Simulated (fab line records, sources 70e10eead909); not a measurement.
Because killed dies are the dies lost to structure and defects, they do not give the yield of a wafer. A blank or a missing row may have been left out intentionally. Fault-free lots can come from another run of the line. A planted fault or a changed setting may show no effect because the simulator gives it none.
Which tool is to blame?	flow nandHarc	24 lots (72 wafers sampled), 1 step of a 1302-step route

## WHAT EACH GAUGE READ, for each wafer
NHARC_A_CHANNEL_HOLE_D2_CD_MEAS_31. Usual: cdNm reads 90.3 nm (standard deviation 1.3).
lot	measured	on	cdNm (nm)	flag
L074	day 12 22:24	cdSem-03	90.0 91.5 88.8	
L075	day 13 19:50	cdSem-01	90.1 90.9 89.8	
L076	day 14 01:58	cdSem-03	91.9 89.1 91.7	
L077	day 14 09:44	cdSem-02	89.9 89.5 88.8	
L078	day 15 00:25	cdSem-02	92.6 90.8 92.3	
L079	day 15 09:25	cdSem-01	88.5 86.9 89.6	
L080	day 15 23:35	cdSem-02	91.2 90.4 92.0	
L082	day 16 14:04	cdSem-01	91.3 91.4 90.5	
L081	day 16 16:53	cdSem-02	91.9 89.6 89.6	
L083	day 16 23:57	cdSem-01	89.5 89.1 93.5	
L084	day 17 18:34	cdSem-02	87.3 89.2 93.1	
L085	day 17 18:40	cdSem-03	90.8 90.9 89.9	
L086	day 18 04:07	cdSem-03	91.5 92.8 89.3	
L088	day 19 14:40	cdSem-01	91.6 91.6 88.5	
L087	day 19 16:50	cdSem-01	91.6 89.6 91.4	
L089	day 19 18:50	cdSem-01	89.3 89.5 88.8	
L091	day 20 00:32	cdSem-01	90.4 89.1 89.7	
L090	day 20 01:16	cdSem-01	89.9 89.8 88.9	
L092	day 21 02:28	cdSem-03	91.3 90.7 91.5	
L093	day 21 07:19	cdSem-02	90.2 90.1 90.6	
L094	day 21 23:26	cdSem-03	92.2 90.3 91.3	
L095	day 22 00:49	cdSem-01	88.8 90.0 90.0	
L096	day 22 13:11	cdSem-01	91.7 92.6 90.9	
L097	day 23 02:17	cdSem-01	90.6 90.0 90.0	

## EACH LOT AND THE TOOL THAT RAN IT (in order: tool; ch and the chambers of the sampled wafers; start)
There is no process step in the record ahead of these readings.

## WHAT THE TOOLS THEMSELVES READ (means of the sampled wafers that have a number; where no wafer has one, the mark that the record gives instead)
The record holds no such reading with a usual standard deviation.

## THE ANSWER, worked out from the rows above alone
Rule: take the mean of a lot's wafers that have a number; if it is more than 3 standard deviations from the usual mean, the lot is off. A lot without any number at a reading at which 4 lots or more have one is off too. Where the step has rows for the other lots, those lots are counted as sound. After the gauges, taken in route order, come the tools' own readings; for these a lot's mean is taken, as printed above. At the first step where some lot is off, the reading lying furthest off is the one used; lots without a number count as furthest.
Nothing can be told from this: no lot is off at any reading shown.

## WHAT WAS PUT IN BY THE SIMULATOR
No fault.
